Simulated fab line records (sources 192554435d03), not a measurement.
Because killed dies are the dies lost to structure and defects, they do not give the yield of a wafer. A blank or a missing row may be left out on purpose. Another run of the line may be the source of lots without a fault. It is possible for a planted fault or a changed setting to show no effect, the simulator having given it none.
Chamber matching | flow n5 finfet | 4 sister chambers for N5_FIN_CUT_ETCH_21 on rie diel-05
The step etches SOC in N2/H2, target depth 219 nm, overetch 43.8 nm, time 523.5 s. 14 wafers are shown with their chamber, then 7 later ones without.

WAFERS, EACH WITH ITS CHAMBER
wafer  | chamber | showerhead plenum p Torr (Torr) | throttle valve pct (%) | oes product au (a.u.)
L074.2 | 3       | 2.61                            | 17.54                  | 0.67
L074.4 | 0       | 2.52                            | 17.93                  | 0.67
L074.6 | 2       | 2.41                            | 17.72                  | 0.64
L077.1 | 0       | 2.52                            | 17.93                  | 0.67
L077.5 | 3       | 2.61                            | 17.55                  | 0.67
L077.6 | 0       | 2.52                            | 17.94                  | 0.67
L085.3 | 2       | 2.40                            | 17.76                  | 0.63
L085.4 | 0       | 2.51                            | 17.95                  | 0.65
L085.6 | 3       | 2.60                            | 17.56                  | 0.66
L087.1 | 1       | 2.70                            | 17.36                  | 0.83
L087.2 | 0       | 2.51                            | 17.96                  | 0.66
L087.5 | 1       | 2.70                            | 17.36                  | 0.83
L088.1 | 0       | 2.51                            | 17.97                  | 0.66
L088.3 | 2       | 2.40                            | 17.77                  | 0.63

SIGNATURES (averages over the wafers above)
reading                  | chamber 0 | chamber 1 | chamber 2 | chamber 3 | scatter within a chamber
showerhead plenum p Torr | 2.5150    | 2.7000    | 2.4033    | 2.6067    | 0.00532
throttle valve pct       | 17.9467   | 17.3600   | 17.7500   | 17.5500   | 0.0171
oes product au           | 0.6633    | 0.8300    | 0.6333    | 0.6667    | 0.00683
Rule: a wafer lies at a distance from a chamber equal to the root of the sum of squares, over the readings, of (its reading less the chamber's mean, divided by the reading's scatter). If the next closest chamber is less than 2 further off than the closest, the wafer can't be placed; otherwise it belongs to the closest. How the scatter is found: for the shown wafers, subtract from each reading the mean of its chamber, square and add these, divide the total by (wafers less chambers), then take the root.

WAFERS WHOSE CHAMBER IS MISSING
wafer  | showerhead plenum p Torr (Torr) | throttle valve pct (%) | oes product au (a.u.)
L088.6 | 2.51                            | 17.97                  | 0.66
L091.2 | 2.60                            | 17.57                  | 0.65
L091.4 | 2.39                            | 17.78                  | 0.63
L091.6 | 2.51                            | 17.99                  | 0.65
L092.3 | 2.51                            | 17.98                  | 0.65
L092.4 | 2.60                            | 17.58                  | 0.64
L092.5 | 2.51                            | 17.99                  | 0.65

CHAMBER TAKEN BY EACH
wafer  | from the rows above | in truth
L088.6 | 0                   | 0
L091.2 | 3                   | 3
L091.4 | 2                   | 2
L091.6 | 0                   | 0
L092.3 | 0                   | 0
L092.4 | 3                   | 3
L092.5 | 0                   | 0
Correctly placed: 7 of 7. Can't be placed from these rows: 0. Number placed wrongly: 0.
